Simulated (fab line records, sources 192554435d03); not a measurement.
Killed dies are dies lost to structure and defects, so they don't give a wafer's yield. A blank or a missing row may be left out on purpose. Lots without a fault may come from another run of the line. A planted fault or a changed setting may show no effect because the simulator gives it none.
Chamber matching | flow n5_finfet | N5_BEOL_M15_ETCH_59 on rie_diel-04: 4 sister chambers
The step etches BARC in N2/H2, target depth 89 nm, overetch 26.7 nm, time 67.9 s. 4 wafers are shown with their chamber, then 8 later ones without.

WAFERS WITH THEIR CHAMBER
wafer  | chamber | drypump_motor_current_A (A)
L079.2 | 1       | 5.5
L085.2 | 3       | 6.0
L085.5 | 2       | 5.9
L086.1 | 0       | 5.4

WAFERS WITHOUT THEIR CHAMBER
wafer  | drypump_motor_current_A (A)
L086.4 | 5.4
L086.6 | 5.4
L094.1 | 5.4
L094.5 | 5.4
L094.6 | 5.3
L096.2 | 5.4
L096.3 | 6.0
L096.5 | 5.4

WHICH CHAMBER EACH WENT THROUGH
wafer  | from the rows above | in truth
L086.4 | 0                   | 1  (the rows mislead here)
L086.6 | 0                   | 0
L094.1 | 0                   | 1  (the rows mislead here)
L094.5 | 0                   | 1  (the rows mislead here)
L094.6 | 0                   | 0
L096.2 | 0                   | 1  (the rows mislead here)
L096.3 | 3                   | 3
L096.5 | 0                   | 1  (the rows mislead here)
Placed correctly: 3 of 8. Can't be placed from these rows: 0. Placed wrongly: 5.
How it was worked out, from the rows above alone: a wafer's distance from a chamber is the root of the sum, over the readings, of the square of ((its reading less the chamber's mean) divided by the reading's scatter). The wafer belongs to the nearest chamber; if the next one is less than 2 further off, it can't be placed. A chamber's mean is the mean of its shown wafers. The scatter: with one shown wafer a chamber, the root of the mean of the squares of how far each hidden wafer lies from its nearest shown one.
